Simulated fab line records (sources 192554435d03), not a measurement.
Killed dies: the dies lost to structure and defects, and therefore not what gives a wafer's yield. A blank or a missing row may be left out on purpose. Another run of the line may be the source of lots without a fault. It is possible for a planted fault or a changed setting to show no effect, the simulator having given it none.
Matching of chambers | flow n5-finfet | 4 sister chambers for N5_BEOL_M11_ETCH_65 on rie-diel-06
The step etches SiARC in CF4, target depth 39 nm, time 65 s. 4 wafers are shown with their chamber, then 7 later ones without.

WAFERS, EACH WITH ITS CHAMBER
wafer  | chamber | showerhead-plenum-p-Torr (Torr)
L081.5 | 0       | 2.04
L082.4 | 3       | 2.13
L089.1 | 1       | 2.25
L089.2 | 2       | 2.12

WAFERS WITH NO CHAMBER GIVEN
wafer  | showerhead-plenum-p-Torr (Torr)
L089.3 | 2.12
L088.1 | 2.29
L088.5 | 2.29
L088.6 | 2.25
L092.1 | 2.13
L092.2 | 2.25
L092.4 | 2.11

CHAMBER TAKEN BY EACH
wafer  | from the rows above     | in truth
L089.3 | can't be placed: 2 or 3 | 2
L088.1 | 1                       | 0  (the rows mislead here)
L088.5 | 1                       | 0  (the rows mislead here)
L088.6 | 1                       | 1
L092.1 | can't be placed: 3 or 2 | 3
L092.2 | 1                       | 1
L092.4 | can't be placed: 2 or 3 | 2
Correct placement for 2 of the 7. Can't be placed from these rows: 3 (the true chamber is among the candidates in 3). 2 placed wrongly.
How it was worked out, from the rows above alone: a wafer's distance from a chamber is the root of the sum, over the readings, of the square of ((its reading less the chamber's mean) divided by the reading's scatter). If the next closest chamber is less than 2 further off than the closest, the wafer can't be placed; otherwise it belongs to the closest. A chamber's mean is the mean of its shown wafers. The scatter: with one shown wafer a chamber, the root of the mean of the squares of how far each hidden wafer lies from its nearest shown one.
